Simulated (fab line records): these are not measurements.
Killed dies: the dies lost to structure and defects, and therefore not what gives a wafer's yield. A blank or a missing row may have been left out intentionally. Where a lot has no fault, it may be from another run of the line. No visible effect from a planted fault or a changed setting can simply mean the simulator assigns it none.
fab line records	flow n5Finfet
[record] lots = 7	wafers = 21
route steps=1938 shown MOL_CONTACT_COAG@559 BEOL_M0_SAQP@663 BEOL_M0@720 BEOL_M2@882 BEOL_M3@936 BEOL_M4@1037 BEOL_M5@1112
startH: hours from the record's opening day to when the first of the lot's shown wafers began	waitH: how many hours have passed since the lot's step before this one	" as in the row above	L1.1+2: several wafers, shown together as one row	- no value, or no start given	* or withheld: withheld	< > ~ a bound
route shown NAME@n: names a module that has steps shown in the file, with the first one's number in the route	usual: average and standard deviation across the fault-free wafers	same: alike in all rows	chamber/n: place in a boat	sites: per-site readings	_std_site: the values' standard deviation	_edge_site: the outer-site mean with the inner-site mean subtracted	radiusMm: how far each site lies from the wafer's centre	mask NAME#n: copy n	behind: the last tool/chamber to shape the wafer	hold: reason for holding the lot/hours on hold/outcome of the hold	device: transistor that didn't switch, given as n, p or np	end of line: the route-end tests of the same wafers	where a step has no rows: the recipe by itself	killed: count of dies lost to structure and defects at first sort (not the wafer's yield)	map: dies across one wafer; x = killed, . = not, _ = none there
set.NAME: the setting that was run; set.NAME@STEP: the one run at that earlier step	model.NAME: the simulator's own value behind a step, which no gauge read
lots whose settings were changed on purpose; a table a step, a row a wafer
[[steps]]
[step N5_MOL_CONTACT_COAG_ALD_27]
[recipe] material = SiOC	targetThkA = 170	tempC = 400	aldPrecursorFamily = carbosiloxane	aldCoReactant = H2-plasma	pulseTimeS = 1.5	timeS = 2720	purgeTimeS = 2	coReactantPurgeTimeS = 2	aldCycles = 340	pressureTorr = 2
lot.wafer	tool	chamber	startH	waitH	set.timeS	model.SiOC_of_MOL_CONTACT_COAG_ALD_27.thkNm
L075.1	aldSin-04	2	109.24	0.1	2128	13.4
L075.2	"	0	"	"	2720	17
L075.5	"	0	"	"	2720	17.2
L081.1+5	aldSin-03	2,3	135.11	0.0	2720	17
L081.2	"	0	"	"	3153	17
L084.1+3	aldSin-03	2,0	157.09	0.0	2720	16.8
L084.6	"	3	"	"	2720	17
L089.3+5	aldSin-03	0,3	189.11	0.3	2720	17
L089.6	"	2	"	"	2720	16.8
L092.3+5	aldSin-04	1,3	201.47	0.0	2720	17
L092.4	"	2	"	"	3112	17
L094.1+3	aldSin-04	0,2	220.32	0.4	2560	16
L094.6	"	0	"	"	2720	17.2
L096.1+3+6	aldSin-04	0,2,3	227.89	0.0	2720	17
[step N5_BEOL_M0_SAQP_SPACER1_ALD_98]
[recipe] material = SiO2	targetThkA = 128	tempC = 300	aldPrecursorFamily = BDEAS	aldCoReactant = O2-plasma	pulseTimeS = 1	purgeTimeS = 2	coReactantPurgeTimeS = 2	aldCycles = 138	pressureTorr = 2
lot.wafer	tool	chamber	startH	waitH	set.aldCycles	model.SiO2_of_BEOL_M0_SAQP_SPACER1_ALD_98.thkNm
L075.1	aldSin-02	0	123.24	1.8	155	14.4
L075.2+5	"	3,1	"	"	138	12.8
L081.1	aldSin-03	2	150.41	0.7	118	11
L081.2+5	"	0	"	"	138	12.8
L084.1+3+6	aldSin-01	0,3,1	170.83	0.3	138	12.8
L089.3	aldSin-01	2	202.72	0.1	138	12.8
L089.5+6	"	0,2	"	"	120	11.2
L092.3	aldSin-02	2	214.80	0.1	138	12.8
L092.4+5	"	3,0	"	"	121	11.2
L094.1+3	aldSin-01	3,2	236.46	0.3	138	12.8
L094.6	"	2	"	"	138	13
L096.1+6	aldSin-01	0,3	249.81	0.3	120	11.2
L096.3	"	1	"	"	138	12.8
[step N5_BEOL_M0_SAQP_SPACER1_ETCHBACK_99]
[recipe] chemistry = CHF3/O2	mode = anisotropicEtchback	target = SiO2	targetDepthA = 154	timeS = 7.7	pressureMtorr = 30	sourceW = 650	biasW = 170	Ar_flow_sccm = 200	CHF3_flow_sccm = 50	O2_flow_sccm = 5	ionEnergyEv = 200
[step N5_BEOL_M0_SAQP_MANDREL1_REMOVE_100]
[recipe] chemistry = HBr/Cl2/O2	btTimeS = 10	target = a-Si	stopOn = SiNx	endpoint = OES-SiCl	overEtchFrac = 0.85	icpW = 600	biasW = 30	HBr_flow_sccm = 150	Cl2_flow_sccm = 80	O2_flow_sccm = 5	pressureMtorr = 10
lot.wafer	tool	chamber	startH	waitH	set.aldCycles@BEOL_M0_SAQP_SPACER1_ALD_98	model.BEOL_M0_SAQP.cdNm	model.SiO2_of_BEOL_M0_SAQP_SPACER1_ALD_98.thkNm
L075.1	rieSi-04	1	123.95	0.1	155	14.2	9
L075.2	"	3	"	"	138	12.8	7.6
L075.5	"	3	"	"	138	12.8	7.4
L081.1	rieSi-04	1	151.03	0.1	118	11	5.6
L081.2	"	2	"	"	138	13	7.4
L081.5	"	1	"	"	138	12.8	7.4
L084.1+3+6	rieSi-06	2,0,3	171.39	0.1	138	12.6	7.4
L089.3	rieSi-03	3	203.49	0.1	138	12.6	7.4
L089.5+6	"	3,0	"	"	120	11	5.8
L092.3	rieSi-03	0	215.38	0.1	138	12.6	7.4
L092.4	"	3	"	"	121	11	6
L092.5	"	2	"	"	121	11.4	5.8
L094.1+3	rieSi-04	2,1	237.02	0.1	138	12.8	7.4
L094.6	"	0	"	"	138	13	7.6
L096.1	rieSi-03	2	250.37	0.1	120	11.4	5.8
L096.3	"	1	"	"	138	12.6	7.4
L096.6	"	1	"	"	120	11	5.8
[step N5_BEOL_M0_SAQP_CD_MEAS_25]
[recipe] targetCdNm = 13.1	landingEnergyEv = 1000	detector = seInlens
[usual] cdNm = 12.75/0.24
lot.wafer	tool	chamber	startH	waitH	set.aldCycles@BEOL_M0_SAQP_SPACER1_ALD_98	cdNm
L075.1	cdSem-01	0	124.06	0.1	155	14.40
L075.2	"	0	"	"	138	12.79
L075.5	"	0	"	"	138	12.55
L081.1	cdSem-03	0	151.14	0.1	118	10.96
L081.2	"	0	"	"	138	12.55
L081.5	"	0	"	"	138	12.66
L084.1	cdSem-03	0	171.50	0.1	138	12.72
L084.3	"	0	"	"	138	12.47
L084.6	"	0	"	"	138	12.67
L089.3	cdSem-03	0	203.61	0.1	138	12.95
L089.5	"	0	"	"	120	10.92
L089.6	"	0	"	"	120	10.88
L092.3	cdSem-01	0	215.49	0.1	138	12.48
L092.4	"	0	"	"	121	11.27
L092.5	"	0	"	"	121	11.86
L094.1	cdSem-03	0	237.14	0.1	138	12.77
L094.3	"	0	"	"	138	12.39
L094.6	"	0	"	"	138	13.09
L096.1	cdSem-02	0	250.48	0.1	120	11.25
L096.3	"	0	"	"	138	12.86
L096.6	"	0	"	"	120	11.03
[step N5_BEOL_M0_ETCH_128]
[recipe] chemistry = CF4/N2	targetDepthA = 120	overetchA = 51	target = SiCN	timeS = 21.4	ionEnergyEv = 150	pressureMtorr = 40	sourceW = 430	biasW = 70	Ar_flow_sccm = 100	cf4FlowSccm = 60	n2FlowSccm = 60
[usual] rfVppV = 383.1/2.3
lot.wafer	tool	chamber	startH	waitH	set.sourceW	rfVppV
L075.1	rieDiel-04	2	128.75	0.1	430	384.5
L075.2	"	0	"	"	430	385.3
L075.5	"	1	"	"	430	381.2
L081.1	rieDiel-01	2	156.08	0.2	430	387.5
L081.2	"	1	"	"	430	380.4
L081.5	"	1	"	"	478	368.4
L084.1	rieDiel-04	1	176.77	0.2	430	382.6
L084.3	"	3	"	"	430	379.8
L084.6	"	0	"	"	430	385.8
L089.3	rieDiel-03	2	209.41	0.8	483.3	366.2
L089.5	"	1	"	"	483.3	370.4
L089.6	"	2	"	"	430	381.1
L092.3	rieDiel-03	0	221.98	1.0	430	384.5
L092.4	"	1	"	"	430	385.5
L092.5	"	0	"	"	430	382.9
L094.1	rieDiel-01	0	243.98	0.7	480.7	367.5
L094.3	"	1	"	"	480.7	365.7
L094.6	"	3	"	"	430	384.2
L096.1	rieDiel-04	2	255.83	0.3	430	383.8
L096.3	"	3	"	"	430	380.9
L096.6	"	1	"	"	430	381.8
[step N5_BEOL_M2_ALD_98]
[recipe] material = SiO2	targetThkA = 25	tempC = 100	aldPrecursorFamily = BDEAS	aldCoReactant = O2-plasma	pulseTimeS = 1	coReactantPulseTimeS = 1	purgeTimeS = 2	coReactantPurgeTimeS = 2	aldCycles = 17	pressureTorr = 2
lot.wafer	tool	chamber	startH	waitH	set.aldCycles	model.SiO2_of_BEOL_M2_ALD_98.thkNm
L075.1+2	aldSin-01	1,3	146.58	0.1	14	2
L075.5	"	0	"	"	17	2.6
L081.1+2	aldSin-04	0,2	178.44	0.1	17	2.6
L081.5	"	1	"	"	17	2.4
L084.1+3+6	aldSin-01	3,1,2	191.01	0.2	17	2.4
L089.3+5	aldSin-03	0,1	223.33	0.1	19	2.8
L089.6	"	0	"	"	17	2.4
L092.3+4	aldSin-01	0,3	240.26	0.2	15	2.2
L092.5	"	3	"	"	17	2.4
L094.1+3+6	aldSin-01	2,3,2	257.25	0.1	17	2.4
L096.1	aldSin-03	2	271.29	0.1	17	2.6
L096.3+6	"	1	"	"	15	2.2
[step N5_BEOL_M3_COAT_62]
[recipe] resist = SiARC	tempC = 220	timeS = 60	spinRpm = 1500	resistThkNm = 12
lot.wafer	tool	chamber	startH	waitH	set.spinRpm	model.SiARC_of_BEOL_M3_COAT_62.thkNm
L075.1+5	lithoTrack-01	0	-	-	1436	12.2
L075.2	"	0	"	"	1500	12
L081.1+5	lithoTrack-01	0	-	-	1500	12
L081.2	"	0	"	"	1432	12.2
L084.1+3+6	lithoTrack-05	0	-	-	1500	12
L089.3+5+6	lithoTrack-03	0	-	-	1500	12
L092.3	lithoTrack-01	0	-	-	1416	12.4
L092.4+5	"	0	"	"	1500	12
L094.1+6	lithoTrack-03	0	-	-	1500	12
L094.3	"	0	"	"	1407	12.4
L096.1	lithoTrack-05	0	-	-	1500	12
L096.3+6	"	0	"	"	1441	12.2
[step N5_BEOL_M3_COAT_05]
[recipe] resist = CAR-EUV	spinRpm = 1500	resistThkNm = 30
lot.wafer	tool	chamber	startH	waitH	set.spinRpm	model.CAR-EUV_of_BEOL_M3_COAT_05.thkNm
L075.1	lithoTrack-01	0	-	-	1500	30.2
L075.2+5	"	0	"	"	1408	31
L081.1+5	lithoTrack-01	0	-	-	1500	30
L081.2	"	0	"	"	1361	31.6
L084.1+3+6	lithoTrack-05	0	-	-	1500	30
L089.3+5	lithoTrack-03	0	-	-	1582	29.2
L089.6	"	0	"	"	1500	30
L092.3	lithoTrack-01	0	-	-	1631	28.8
L092.4+5	"	0	"	"	1500	30
L094.1+3	lithoTrack-03	0	-	-	1588	29.2
L094.6	"	0	"	"	1500	30
L096.1+6	lithoTrack-05	0	-	-	1617	29
L096.3	"	0	"	"	1500	30
[step N5_BEOL_M3_EBR_07]
[recipe] solvent = PGMEA	ebrWidthMm = 1.5
[step N5_BEOL_M3_SOFTBAKE_06]
[recipe] tempC = 110	timeS = 60	resist = CAR-EUV
[step N5_BEOL_M3_EXPOSE_08]
[recipe] maskId = M3	na = 0.33	sourceShape = dipole	sigmaInner = 0.369	sigmaOuter = 0.767	polarization = unpolarized	doseMj = 33
[step N5_BEOL_M3_PEB_09]
[recipe] pebTempC = 100	pebTimeS = 60	resist = CAR-EUV
[step N5_BEOL_M3_DEVELOP_10]
[recipe] developTimeS = 30	developer = TMAH	resist = CAR-EUV	rinseLiquid = surfactantRinse	dry = airSpin	devTempC = 23
lot.wafer	tool	chamber	startH	waitH	set.spinRpm@BEOL_M3_COAT_05	model.CAR-EUV_of_BEOL_M3_COAT_05.thkNm
L075.1	lithoTrack-05	0	-	-	1500	29.6
L075.2+5	"	0	"	"	1408	30.6
L081.1	lithoTrack-03	0	-	-	1500	29.6
L081.2	"	0	"	"	1361	31
L081.5	"	0	"	"	1500	29.4
L084.1	lithoTrack-05	0	-	-	1500	29.4
L084.3+6	"	0	"	"	1500	29.6
L089.3+5	lithoTrack-01	0	-	-	1582	28.8
L089.6	"	0	"	"	1500	29.4
L092.3	lithoTrack-05	0	-	-	1631	28.4
L092.4+5	"	0	"	"	1500	29.6
L094.1	lithoTrack-05	0	-	-	1588	28.8
L094.3	"	0	"	"	1588	28.6
L094.6	"	0	"	"	1500	29.6
L096.1	lithoTrack-03	0	-	-	1617	28.4
L096.3	"	0	"	"	1500	29.6
L096.6	"	0	"	"	1617	28.6
[step N5_BEOL_M3_DESCUM_16]
[recipe] chemistry = O2	timeS = 7	sourcePowerW = 50	biasPowerW = 20	pressureMtorr = 20	rfFrequencyHz = 2.712e+07	tempC = 40	resist = CAR-EUV	o2FlowSccm = 225
[step N5_BEOL_M3_ETCH_74]
[recipe] chemistry = N2/H2	target = underlayer	targetDepthA = 65	maskMaterial = CAR-EUV	timeS = 5.2	ionEnergyEv = 200	pressureMtorr = 30	sourceW = 840	biasW = 150	n2FlowSccm = 200	h2FlowSccm = 200	ends = cleared
[step N5_BEOL_M3_ETCH_63]
[recipe] chemistry = CF4	target = SiARC	targetDepthA = 156	maskMaterial = CAR-EUV	timeS = 26	ionEnergyEv = 80	pressureMtorr = 40	sourceW = 545	biasW = 36	Ar_flow_sccm = 100	cf4FlowSccm = 100	ends = cleared
lot.wafer	tool	chamber	startH	waitH	set.spinRpm@BEOL_M3_COAT_62	model.etch.depthNm
L075.1+5	rieDiel-02	1,0	156.28	0.0	1436	12.26
L075.2	"	0	"	"	1500	11.99
L081.1	rieDiel-06	0	184.81	0.0	1500	12.06
L081.2	"	1	"	"	1432	12.29
L081.5	"	2	"	"	1500	12.02
L084.1	rieDiel-06	1	200.22	0.0	1500	11.96
L084.3	"	2	"	"	1500	11.92
L084.6	"	2	"	"	1500	11.95
L089.3	rieDiel-05	1	232.65	0.0	1500	11.91
L089.5	"	0	"	"	1500	11.94
L089.6	"	1	"	"	1500	11.92
L092.3	rieDiel-05	0	247.41	0.0	1416	12.37
L092.4	"	3	"	"	1500	12.02
L092.5	"	1	"	"	1500	11.95
L094.1	rieDiel-06	1	270.82	0.0	1500	11.96
L094.3	"	0	"	"	1407	12.35
L094.6	"	0	"	"	1500	11.98
L096.1	rieDiel-05	2	285.41	0.0	1500	11.97
L096.3	"	0	"	"	1441	12.25
L096.6	"	3	"	"	1441	12.2
[step N5_BEOL_M4_DESCUM_16]
[recipe] chemistry = O2	timeS = 7	sourcePowerW = 50	biasPowerW = 20	pressureMtorr = 20	rfFrequencyHz = 2.712e+07	tempC = 40	resist = CAR-EUV	o2FlowSccm = 225
lot.wafer	tool	chamber	startH	waitH	set.timeS	model.CAR-EUV_of_BEOL_M4_COAT_05.thkNm
L075.1+2	rieDiel-01	0,2	166.75	0.0	7	26
L075.5	"	2	"	"	5.563	26.8
L081.1	rieDiel-01	2	194.54	0.9	7.925	25.6
L081.2	"	0	"	"	7.925	25.4
L081.5	"	1	"	"	7	26
L084.1	rieDiel-01	1	212.24	1.4	7	25.8
L084.3+6	"	0	"	"	7	26
L089.3	rieDiel-01	1	242.24	0.7	7	26.2
L089.5	"	1	"	"	7.649	25.6
L089.6	"	0	"	"	7	26
L092.3+5	rieDiel-03	1	255.79	0.5	7	26.2
L092.4	"	0	"	"	6.578	26.4
L094.1	rieDiel-01	0	279.39	0.0	7	26
L094.3	"	1	"	"	7.465	25.8
L094.6	"	0	"	"	7	26.2
L096.1	rieDiel-04	2	297.29	0.5	7	26
L096.3	"	3	"	"	7	26.2
L096.6	"	1	"	"	6.438	26.4
[step N5_BEOL_M4_ETCH_74]
[recipe] chemistry = N2/H2	target = underlayer	targetDepthA = 65	maskMaterial = CAR-EUV	timeS = 5.2	ionEnergyEv = 200	pressureMtorr = 30	sourceW = 840	biasW = 150	n2FlowSccm = 200	h2FlowSccm = 200	ends = cleared
lot.wafer	tool	chamber	startH	waitH	set.timeS@BEOL_M4_DESCUM_16	model.CAR-EUV_of_BEOL_M4_COAT_05.thkNm
L075.1+2	rieDiel-01	0,2	166.79	0.0	7	20.2
L075.5	"	2	"	"	5.563	21
L081.1+2	rieDiel-01	2,0	194.57	0.0	7.925	19.8
L081.5	"	1	"	"	7	20.2
L084.1	rieDiel-01	1	212.28	0.0	7	20
L084.3+6	"	0	"	"	7	20.2
L089.3+6	rieDiel-01	1,0	242.28	0.0	7	20.4
L089.5	"	1	"	"	7.649	20
L092.3+5	rieDiel-03	1	255.83	0.0	7	20.4
L092.4	"	0	"	"	6.578	20.6
L094.1	rieDiel-01	0	279.43	0.0	7	20.2
L094.3	"	1	"	"	7.465	20.2
L094.6	"	0	"	"	7	20.4
L096.1+3	rieDiel-04	2,3	297.33	0.0	7	20.4
L096.6	"	1	"	"	6.438	20.6
[step N5_BEOL_M4_ETCH_63]
[recipe] chemistry = CF4	target = SiARC	targetDepthA = 156	maskMaterial = CAR-EUV	timeS = 26	ionEnergyEv = 80	pressureMtorr = 40	sourceW = 545	biasW = 36	Ar_flow_sccm = 100	cf4FlowSccm = 100	ends = cleared
lot.wafer	tool	chamber	startH	waitH	set.timeS@BEOL_M4_DESCUM_16	model.CAR-EUV_of_BEOL_M4_COAT_05.thkNm
L075.1+2	rieDiel-01	0,2	166.81	0.0	7	11
L075.5	"	2	"	"	5.563	11.8
L081.1+2	rieDiel-01	2,0	194.59	0.0	7.925	10.6
L081.5	"	1	"	"	7	11
L084.1+3+6	rieDiel-01	1,0,0	212.29	0.0	7	11
L089.3	rieDiel-01	1	242.29	0.0	7	11.2
L089.5	"	1	"	"	7.649	10.8
L089.6	"	0	"	"	7	11
L092.3+5	rieDiel-03	1	255.84	0.0	7	11.2
L092.4	"	0	"	"	6.578	11.4
L094.1	rieDiel-01	0	279.44	0.0	7	11
L094.3	"	1	"	"	7.465	11
L094.6	"	0	"	"	7	11.2
L096.1+3	rieDiel-04	2,3	297.34	0.0	7	11.2
L096.6	"	1	"	"	6.438	11.6
[step N5_BEOL_M4_ETCH_64]
[recipe] chemistry = N2/H2	target = SOC	targetDepthA = 750	overetchA = 225	maskMaterial = SiARC	tempC = 40	timeS = 121.9	ionEnergyEv = 200	pressureMtorr = 30	sourceW = 840	biasW = 150	n2FlowSccm = 200	h2FlowSccm = 200
[usual] rfVppV = 524.9/2.9
lot.wafer	tool	chamber	startH	waitH	set.biasW	rfVppV
L075.1	rieDiel-01	0	166.83	0.0	174.5	577.4
L075.2	"	2	"	"	174.5	581.7
L075.5	"	2	"	"	174.5	582.6
L081.1	rieDiel-01	2	194.62	0.0	135.4	494.7
L081.2	"	0	"	"	150	524.2
L081.5	"	1	"	"	150	521.8
L084.1	rieDiel-01	1	212.32	0.0	150	520.3
L084.3	"	0	"	"	150	523.8
L084.6	"	0	"	"	150	524.2
L089.3	rieDiel-01	1	242.32	0.0	150	519.8
L089.5	"	1	"	"	150	520.4
L089.6	"	0	"	"	150	524.9
L092.3	rieDiel-03	1	255.87	0.0	150	527.9
L092.4	"	0	"	"	150	525.6
L092.5	"	1	"	"	137.1	498.2
L094.1	rieDiel-01	0	279.47	0.0	162.2	552.1
L094.3	"	1	"	"	162.2	546.0
L094.6	"	0	"	"	150	525.1
L096.1	rieDiel-04	2	297.37	0.0	150	526.0
L096.3	"	3	"	"	150	519.6
L096.6	"	1	"	"	150	522.9
[step N5_BEOL_M5_ILD_DEP_00]
[recipe] material = SiCOH_lowk	targetThkA = 1406.4	tempC = 300	precursor = DEMS/porogen	pressureTorr = 5	rfW = 500	timeS = 25.9
lot.wafer	tool	chamber	startH	waitH	set.timeS	model.SiCOH_lowk_of_BEOL_M5_ILD_DEP_00.thkNm
L075.1	pecvd-02	0	176.86	0.8	25.9	139.6
L075.2	"	2	"	"	23.57	124.8
L075.5	"	0	"	"	23.57	130.2
L081.1	pecvd-02	1	203.74	0.8	28.01	151.2
L081.2	"	2	"	"	25.9	138.4
L081.5	"	2	"	"	25.9	140.2
L084.1	pecvd-02	2	225.17	0.8	25.9	136.6
L084.3	"	1	"	"	25.9	137.4
L084.6	"	1	"	"	25.9	139.2
L089.3	pecvd-03	1	252.43	0.5	25.9	138.4
L089.5	"	1	"	"	23.5	129
L089.6	"	2	"	"	25.9	140.4
L092.3	pecvd-01	1	267.76	0.5	25.9	142.8
L092.4	"	0	"	"	25.9	139.2
L092.5	"	0	"	"	25.9	141.8
L094.1	pecvd-03	0	286.42	0.8	25.9	137.6
L094.3	"	2	"	"	29.24	155.2
L094.6	"	0	"	"	29.24	158.4
L096.1	pecvd-02	0	304.88	0.8	25.9	139.8
L096.3	"	1	"	"	25.9	139.4
L096.6	"	0	"	"	25.9	141.6
[step N5_BEOL_M5_CURE_79]
[recipe] tempC = 385	timeS = 240	ambient = He/Ar	material = SiCOH_lowk
lot.wafer	tool	chamber	startH	waitH	set.timeS@BEOL_M5_ILD_DEP_00	model.SiCOH_lowk_of_BEOL_M5_ILD_DEP_00.thkNm
L075.1	uvCure-02	1	177.16	0.3	25.9	120
L075.2	"	1	"	"	23.57	107.2
L075.5	"	1	"	"	23.57	112
L081.1	uvCure-03	0	203.81	0.0	28.01	130
L081.2	"	0	"	"	25.9	119
L081.5	"	0	"	"	25.9	120.6
L084.1	uvCure-03	0	225.23	0.0	25.9	117.4
L084.3	"	0	"	"	25.9	118.2
L084.6	"	0	"	"	25.9	119.8
L089.3	uvCure-03	2	252.65	0.2	25.9	119
L089.5	"	2	"	"	23.5	111
L089.6	"	2	"	"	25.9	120.8
L092.3	uvCure-03	2	267.98	0.2	25.9	123
L092.4	"	2	"	"	25.9	119.6
L092.5	"	2	"	"	25.9	122
L094.1	uvCure-01	2	286.48	0.0	25.9	118.4
L094.3	"	2	"	"	29.24	133.8
L094.6	"	2	"	"	29.24	136.4
L096.1	uvCure-01	0	304.96	0.1	25.9	120.2
L096.3	"	0	"	"	25.9	120
L096.6	"	0	"	"	25.9	121.8
[step N5_BEOL_M5_THK_MEAS_01]
[recipe] reads = SiCOH_lowk_of_BEOL_M5_ILD_DEP_00
[usual] M5_ILD_THK = 120.2/1.8
lot.wafer	tool	chamber	startH	waitH	set.timeS@BEOL_M5_ILD_DEP_00	M5_ILD_THK[nm]
L075.1	filmMetro-02	-	177.67	0.4	25.9	119.9
L075.2	"	-	"	"	23.57	107.3
L075.5	"	-	"	"	23.57	112.0
L081.1	filmMetro-02	-	204.32	0.4	28.01	130.0
L081.2	"	-	"	"	25.9	119.0
L081.5	"	-	"	"	25.9	120.6
L084.1	filmMetro-02	-	225.75	0.4	25.9	117.6
L084.3	"	-	"	"	25.9	118.2
L084.6	"	-	"	"	25.9	119.8
L089.3	filmMetro-02	-	253.01	0.3	25.9	119.0
L089.5	"	-	"	"	23.5	111.0
L089.6	"	-	"	"	25.9	120.9
L092.3	filmMetro-02	-	268.33	0.3	25.9	123.0
L092.4	"	-	"	"	25.9	119.7
L092.5	"	-	"	"	25.9	122.1
L094.1	filmMetro-02	-	286.99	0.4	25.9	118.3
L094.3	"	-	"	"	29.24	133.7
L094.6	"	-	"	"	29.24	136.5
L096.1	filmMetro-01	-	305.47	0.4	25.9	120.2
L096.3	"	-	"	"	25.9	119.9
L096.6	"	-	"	"	25.9	121.9
[[key]]
[split] step = N5_MOL_CONTACT_COAG_ALD_27	setting = timeS	stated = 2720	by = wafer
[response] step = N5_MOL_CONTACT_COAG_ALD_27	reading = model.SiOC_of_MOL_CONTACT_COAG_ALD_27.thkNm	shape = bent	atLowest = 13.4	atStated = 16.99	atHighest = 17
[split] step = N5_BEOL_M0_SAQP_SPACER1_ALD_98	setting = aldCycles	stated = 138	by = wafer
[response] step = N5_BEOL_M0_SAQP_SPACER1_ALD_98	reading = model.SiO2_of_BEOL_M0_SAQP_SPACER1_ALD_98.thkNm	change = +0.126	per = 1%	r = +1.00
[response] step = N5_BEOL_M0_SAQP_MANDREL1_REMOVE_100	reading = model.BEOL_M0_SAQP.cdNm	change = +0.118	per = 1%	r = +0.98
[response] step = N5_BEOL_M0_SAQP_MANDREL1_REMOVE_100	reading = model.SiO2_of_BEOL_M0_SAQP_SPACER1_ALD_98.thkNm	change = +0.123	per = 1%	r = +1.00
[response] step = N5_BEOL_M0_SAQP_CD_MEAS_25	reading = cdNm	change = +0.124	per = 1%	r = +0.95
[split] step = N5_BEOL_M0_ETCH_128	setting = sourceW	stated = 430	by = wafer
[response] step = N5_BEOL_M0_ETCH_128	reading = rfVppV	change = -1.29	per = 1%	r = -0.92
[split] step = N5_BEOL_M2_ALD_98	setting = aldCycles	stated = 17	by = wafer
[response] step = N5_BEOL_M2_ALD_98	reading = model.SiO2_of_BEOL_M2_ALD_98.thkNm	change = +0.0308	per = 1%	r = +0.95
[split] step = N5_BEOL_M3_COAT_62	setting = spinRpm	stated = 1500	by = wafer
[response] step = N5_BEOL_M3_COAT_62	reading = model.SiARC_of_BEOL_M3_COAT_62.thkNm	change = -0.0586	per = 1%	r = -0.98
[response] step = N5_BEOL_M3_ETCH_63	reading = model.etch.depthNm	change = -0.0627	per = 1%	r = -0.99
[split] step = N5_BEOL_M3_COAT_05	setting = spinRpm	stated = 1500	by = wafer
[response] step = N5_BEOL_M3_COAT_05	reading = model.CAR-EUV_of_BEOL_M3_COAT_05.thkNm	change = -0.145	per = 1%	r = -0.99
[response] step = N5_BEOL_M3_DEVELOP_10	reading = model.CAR-EUV_of_BEOL_M3_COAT_05.thkNm	change = -0.147	per = 1%	r = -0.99
[split] step = N5_BEOL_M4_DESCUM_16	setting = timeS	stated = 7	by = wafer
[response] step = N5_BEOL_M4_DESCUM_16	reading = model.CAR-EUV_of_BEOL_M4_COAT_05.thkNm	change = -0.0402	per = 1%	r = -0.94
[response] step = N5_BEOL_M4_ETCH_74	reading = model.CAR-EUV_of_BEOL_M4_COAT_05.thkNm	change = -0.0349	per = 1%	r = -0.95
[response] step = N5_BEOL_M4_ETCH_63	reading = model.CAR-EUV_of_BEOL_M4_COAT_05.thkNm	change = -0.0358	per = 1%	r = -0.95
[split] step = N5_BEOL_M4_ETCH_64	setting = biasW	stated = 150	by = wafer
[response] step = N5_BEOL_M4_ETCH_64	reading = rfVppV	change = +3.05	per = 1%	r = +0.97
[split] step = N5_BEOL_M5_ILD_DEP_00	setting = timeS	stated = 25.9	by = wafer
[response] step = N5_BEOL_M5_ILD_DEP_00	reading = model.SiCOH_lowk_of_BEOL_M5_ILD_DEP_00.thkNm	change = +1.38	per = 1%	r = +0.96
[response] step = N5_BEOL_M5_CURE_79	reading = model.SiCOH_lowk_of_BEOL_M5_ILD_DEP_00.thkNm	change = +1.19	per = 1%	r = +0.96
[response] step = N5_BEOL_M5_THK_MEAS_01	reading = M5_ILD_THK	change = +1.19	per = 1%	r = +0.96
